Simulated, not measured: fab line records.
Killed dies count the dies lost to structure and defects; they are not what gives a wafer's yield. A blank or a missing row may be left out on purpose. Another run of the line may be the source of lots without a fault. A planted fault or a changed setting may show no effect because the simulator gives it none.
What tool caused it? | flow n5 finfet | 9 lots, 26 wafers sampled, at 5 steps of a route of 1938

## WHAT THE GAUGES SHOWED, per wafer
N5_BEOL_M4_RC_MEAS_101. Usual: DIBL_N 36.1 mV/V, standard deviation 1.5; DIBL_P 36.1 mV/V, standard deviation 1.9; IOFF_N 0.159 nA/um, standard deviation 0.029; IOFF_P 0.21 nA/um, standard deviation 0.038; ION_N 675 uA/um, standard deviation 11; ION_P 464 uA/um, standard deviation 8.1; SS_N 71.5 mV/dec, standard deviation 0.57; SS_P 73.3 mV/dec, standard deviation 0.64; VT_N 249 mV, standard deviation 3.1; VT_P -250 mV, standard deviation 3.8.
lot  | measured     | on        | DIBL_N (mV/V)  | DIBL_P (mV/V)  | IOFF_N (nA/um)    | IOFF_P (nA/um) | ION_N (uA/um) | ION_P (uA/um) | SS_N (mV/dec)  | SS_P (mV/dec)  | VT_N (mV)   | VT_P (mV)      | flag
L768 | day 7 14:54  | prober-01 | 37.0 35.4 37.2 | 37.6 34.6 38.3 | 0.149 0.118 0.144 | 0.21 0.17 0.22 | 664 654 664   | 462 457 461   | 71.6 71.8 71.6 | 73.3 72.9 73.2 | 249 255 252 | -251 -254 -251 |
L770 | day 8 08:42  | prober-02 | 33.6 35.6 36.6 | 32.4 35.8 36.9 | 0.118 0.147 0.173 | 0.18 0.22 0.24 | 668 680 691   | 461 471 471   | 71.4 72.0 72.1 | 72.6 73.4 73.4 | 257 251 248 | -248 -249 -249 |
L772 | day 9 00:53  | prober-02 | 34.6 36.3 35.7 | 34.7 36.2 35.8 | 0.141 0.157 0.162 | 0.19 0.21 0.21 | 683 676 677   | 467 466 469   | 70.9 72.1 71.3 | 72.6 73.3 72.5 | 250 249 249 | -252 -250 -249 |
L774 | day 9 07:42  | prober-02 | 38.1 36.5 37.6 | 37.4 35.2 35.9 | 0.169 0.151 0.170 | 0.23 0.20 0.20 | 670 679 669   | 461 469 458   | 72.0 71.3 71.9 | 73.6 73.0 73.2 | 250 249 247 | -250 -250 -251 |
L775 | day 9 09:17  | prober-01 | 41.1 36.9 38.0 | 40.4 36.6 37.7 | 0.279 0.175 0.186 | 0.29 0.21 0.23 | 694 679 684   | 470 460 465   | 72.1 71.8 72.0 | 74.6 73.2 74.4 | 245 249 247 | -248 -252 -251 |
L777 | day 10 04:53 | prober-02 | 37.8 36.9      | 37.7 36.1      | 0.172 0.151       | 0.25 0.23      | 677 676       | 474 466       | 71.8 71.4      | 73.7 73.1      | 247 249     | -246 -247      |
L778 | day 10 05:15 | prober-01 | 38.4 35.0 34.1 | 39.8 35.6 34.0 | 0.223 0.157 0.149 | 0.27 0.22 0.19 | 690 676 677   | 473 471 467   | 71.5 71.9 71.1 | 73.7 73.3 72.8 | 245 247 247 | -246 -249 -251 |
L782 | day 11 09:25 | prober-02 | 37.4 36.8 37.0 | 36.2 36.2 36.4 | 0.181 0.184 0.184 | 0.19 0.21 0.19 | 676 691 686   | 453 470 452   | 71.1 70.7 71.6 | 73.4 73.4 74.3 | 248 247 245 | -253 -252 -254 |
L784 | day 12 02:38 | prober-01 | 33.1 35.0 35.7 | 32.9 34.4 35.1 | 0.117 0.136 0.150 | 0.18 0.20 0.21 | 666 666 663   | 463 462 458   | 70.9 70.6 71.1 | 72.6 72.5 73.2 | 252 254 249 | -253 -251 -248 |

## WHICH TOOL RAN EACH LOT (tool, then ch and the chambers of the sampled wafers, then the start)
lot  | N5_SDB_DESCUM_16                  | N5_SDB_ETCH_18                    | N5_SDB_ETCH_25                    | N5_DUMMY_REMOVAL_PRECLEAN_08
L768 | rie diel-06 ch 1,2,3, day 3 23:44 | rie diel-06 ch 1,2,3, day 3 23:51 | rie diel-06 ch 1,2,3, day 4 00:47 | remote plasma-02 ch 0, day 4 04:26
L770 | rie diel-02 ch 0,2,3, day 4 08:24 | rie diel-02 ch 0,2,3, day 4 08:28 | rie diel-01 ch 0,1, day 4 08:58   | remote plasma-02 ch 1, day 4 12:44
L772 | rie diel-06 ch 1,2,3, day 4 22:51 | rie diel-06 ch 1,2,3, day 4 22:55 | rie diel-01 ch 1,2,3, day 4 23:24 | remote plasma-02 ch 1, day 5 02:59
L774 | rie diel-01 ch 2,3, day 5 09:22   | rie diel-01 ch 2,3, day 5 09:26   | rie diel-01 ch 0,1,2, day 5 10:49 | remote plasma-02 ch 1, day 5 14:24
L775 | rie diel-02 ch 0,3, day 5 12:26   | rie diel-02 ch 0,3, day 5 12:31   | rie diel-01 ch 0,1,2, day 5 13:55 | remote plasma-02 ch 0, day 5 17:32
L777 | rie diel-02 ch 0,3, day 6 07:11   | rie diel-02 ch 0,3, day 6 07:15   | rie diel-02 ch 0,2, day 6 08:49   | remote plasma-01 ch 1, day 6 12:38
L778 | rie diel-02 ch 0,2,3, day 6 11:32 | rie diel-02 ch 0,2,3, day 6 11:37 | rie diel-02 ch 0,1,2, day 6 13:27 | remote plasma-02 ch 0, day 6 17:02
L782 | rie diel-01 ch 0,1, day 7 09:25   | rie diel-01 ch 0,1, day 7 09:29   | rie diel-06 ch 0,1,3, day 7 09:56 | remote plasma-02 ch 0, day 7 13:44
L784 | rie diel-02 ch 0,3, day 7 20:50   | rie diel-02 ch 0,3, day 7 20:54   | rie diel-02 ch 1,2,3, day 7 21:24 | remote plasma-02 ch 1, day 8 01:03
- N5_SDB_DESCUM_16: chemistry O2, time 7.9 s.
- N5_SDB_ETCH_18: etches SOC in N2/H2, target depth 100 nm, overetch 20 nm, time 150 s.
- N5_SDB_ETCH_25: etches SiO2 in C4F6/O2, target depth 10 nm, time 3.3 s.
- N5_DUMMY_REMOVAL_PRECLEAN_08: cleans in NF3:NH3, afs cycles 2, time 20 s, sublimation time 60 s.

## AS READ BY THE TOOLS THEMSELVES (means over the sampled wafers that have a number; for cases with no such wafer, the mark the record gives instead)
N5_SDB_DESCUM_16. Usual: drypump motor current A 5.6 A, standard deviation 0.5; o2 flow sccm 225.1 sccm, standard deviation 0.65; oes product au 0.84 a.u., standard deviation 0.069; rf vpp V 243.5 V, standard deviation 1.5; showerhead plenum p Torr 2.11 Torr, standard deviation 0.088; throttle valve pct 20.36 %, standard deviation 0.18.
lot  | tool        | drypump motor current A (A) | o2 flow sccm (sccm) | oes product au (a.u.) | rf vpp V (V) | showerhead plenum p Torr (Torr) | throttle valve pct (%) | flag
L768 | rie diel-06 | 5.7                         | 225.1               | 0.89                  | 243.3        | 2.15                            | 20.38                  |
L770 | rie diel-02 | 5.4                         | 225.0               | 0.91                  | 242.6        | 2.14                            | 20.26                  |
L772 | rie diel-06 | 5.7                         | 225.7               | 0.88                  | 244.0        | 2.15                            | 20.39                  |
L774 | rie diel-01 | 6.2                         | 225.3               | 0.79                  | 242.7        | 2.05                            | 20.37                  |
L775 | rie diel-02 | 5.1                         | 225.3               | 0.89                  | 243.5        | 2.07                            | 20.30                  |
L777 | rie diel-02 | 5.2                         | 225.4               | 0.87                  | 243.4        | 2.08                            | 20.23                  |
L778 | rie diel-02 | 5.5                         | 225.4               | 0.85                  | 244.2        | 2.13                            | 20.28                  |
L782 | rie diel-01 | 5.8                         | 225.2               | 0.71                  | 241.2        | 2.01                            | 20.56                  |
L784 | rie diel-02 | 5.4                         | 225.4               | 0.85                  | 242.8        | 2.09                            | 20.16                  |

N5_SDB_ETCH_18. Usual: drypump motor current A 5.6 A, standard deviation 0.51; oes product au 0.75 a.u., standard deviation 0.06; rf vpp V 524.5 V, standard deviation 2.8; showerhead plenum p Torr 2.57 Torr, standard deviation 0.1; throttle valve pct 17.72 %, standard deviation 0.18.
lot  | tool        | drypump motor current A (A) | oes product au (a.u.) | rf vpp V (V) | showerhead plenum p Torr (Torr) | throttle valve pct (%) | flag
L768 | rie diel-06 | 5.7                         | 0.81                  | 526.6        | 2.62                            | 17.74                  |
L770 | rie diel-02 | 5.4                         | 0.80                  | 525.3        | 2.60                            | 17.62                  |
L772 | rie diel-06 | 5.7                         | 0.78                  | 525.9        | 2.62                            | 17.77                  |
L774 | rie diel-01 | 6.2                         | 0.70                  | 523.8        | 2.50                            | 17.78                  |
L775 | rie diel-02 | 5.1                         | 0.79                  | 524.1        | 2.52                            | 17.64                  |
L777 | rie diel-02 | 5.2                         | 0.78                  | 522.2        | 2.54                            | 17.64                  |
L778 | rie diel-02 | 5.4                         | 0.76                  | 524.9        | 2.59                            | 17.66                  |
L782 | rie diel-01 | 5.8                         | 0.65                  | 521.2        | 2.45                            | 18.01                  |
L784 | rie diel-02 | 5.5                         | 0.76                  | 524.6        | 2.56                            | 17.63                  |

N5_SDB_ETCH_25. Usual: drypump motor current A 5.7 A, standard deviation 0.51; mfc ar sccm 299.9 sccm, standard deviation 0.85; oes product au 0.82 a.u., standard deviation 0.083; rf vpp V 664 V, standard deviation 6.7; showerhead plenum p Torr 2.85 Torr, standard deviation 0.11; throttle valve pct 21.13 %, standard deviation 0.17.
lot  | tool        | drypump motor current A (A) | mfc ar sccm (sccm) | oes product au (a.u.) | rf vpp V (V) | showerhead plenum p Torr (Torr) | throttle valve pct (%) | flag
L768 | rie diel-06 | 5.8                         | 300.3              | 0.90                  | 673          | 2.93                            | 21.12                  |
L770 | rie diel-01 | 5.9                         | 298.7              | 0.74                  | 660          | 2.76                            | 21.31                  |
L772 | rie diel-01 | 5.8                         | 300.4              | 0.79                  | 663          | 2.81                            | 21.15                  |
L774 | rie diel-01 | 5.9                         | 299.4              | 0.73                  | 661          | 2.78                            | 21.27                  |
L775 | rie diel-01 | 5.9                         | 300.9              | 0.73                  | 659          | 2.78                            | 21.27                  |
L777 | rie diel-02 | 5.8                         | 300.5              | 0.85                  | 656          | 2.96                            | 20.93                  |
L778 | rie diel-02 | 5.7                         | 299.4              | 0.85                  | 657          | 2.93                            | 20.89                  |
L782 | rie diel-06 | 5.7                         | 299.8              | 0.87                  | 673          | 2.92                            | 21.11                  |
L784 | rie diel-02 | 5.4                         | 299.8              | 0.83                  | 659          | 2.87                            | 20.99                  |

## THE ANSWER, worked out from the rows above alone
Rule: a lot is off if the mean of its wafers that have a number lies more than 3 standard deviations from the usual mean. A lot without any number at a reading at which 4 lots or more have one is off too. All remaining lots with rows at the step are treated as sound. Order of review: gauges by route order, followed by the tools' own readings, for which a lot's mean as printed above is used. The first step at which some lot is off is used, and at that step the reading that is off furthest; a lot without a number counts as furthest.
No lot is off at any reading shown: from this, nothing can be told.

## WHAT THE SIMULATOR HAD PUT IN
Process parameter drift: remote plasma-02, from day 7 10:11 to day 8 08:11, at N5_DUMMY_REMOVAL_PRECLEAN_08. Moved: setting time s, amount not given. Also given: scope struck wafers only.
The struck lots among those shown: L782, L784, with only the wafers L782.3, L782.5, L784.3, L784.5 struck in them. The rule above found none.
